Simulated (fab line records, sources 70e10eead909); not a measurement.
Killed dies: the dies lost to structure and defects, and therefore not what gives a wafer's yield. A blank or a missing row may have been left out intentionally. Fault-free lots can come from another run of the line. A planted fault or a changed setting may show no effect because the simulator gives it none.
Chamber matching :: flow nand harc :: NHARC_P_M1_CMP_23 on cmp-02 has 4 sister chambers
The step polishes, t overpolish 20 s, target thk 157.82 nm. 4 wafers are shown with their chamber, then 9 later ones without.

== WAFERS WITH THEIR CHAMBER ==
wafer: L087.2
chamber: 0
motor current A (A): 13.1

wafer: L090.2
chamber: 2
motor current A (A): 12.5

wafer: L091.1
chamber: 1
motor current A (A): 11.0

wafer: L091.6
chamber: 3
motor current A (A): 10.8

== WAFERS MISSING THEIR CHAMBER ==
wafer: L092.3
motor current A (A): 10.7

wafer: L092.4
motor current A (A): 12.4

wafer: L092.5
motor current A (A): 11.2

wafer: L096.1
motor current A (A): 12.4

wafer: L096.4
motor current A (A): 11.1

wafer: L096.5
motor current A (A): 13.4

wafer: L097.1
motor current A (A): 12.8

wafer: L097.3
motor current A (A): 10.5

wafer: L097.5
motor current A (A): 11.7

== WHICH CHAMBER EACH ONE RAN IN ==
wafer: L092.3
from the rows above: can't be placed: 3 or 1
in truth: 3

wafer: L092.4
from the rows above: can't be placed: 2 or 0
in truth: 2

wafer: L092.5
from the rows above: can't be placed: 1 or 3
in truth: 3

wafer: L096.1
from the rows above: can't be placed: 2 or 0
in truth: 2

wafer: L096.4
from the rows above: can't be placed: 1 or 3
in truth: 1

wafer: L096.5
from the rows above: can't be placed: 0 or 2
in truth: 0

wafer: L097.1
from the rows above: can't be placed: 0 or 2
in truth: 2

wafer: L097.3
from the rows above: can't be placed: 3 or 1
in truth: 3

wafer: L097.5
from the rows above: can't be placed: 1 or 2 or 3
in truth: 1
Correct placement for 0 of the 9. Can't be placed from these rows: 9 (the true chamber is among the candidates in 9). 0 placed wrongly.
How it was worked out, from the rows above alone: a wafer's distance from a chamber is the root of the sum, over the readings, of the square of ((its reading less the chamber's mean) divided by the reading's scatter). If the next closest chamber is less than 2 further off than the closest, the wafer can't be placed; otherwise it belongs to the closest. A chamber's mean is the mean of its shown wafers. The scatter (one wafer shown for each chamber): square how far every hidden wafer sits from the nearest shown wafer, average those squares and take the square root.
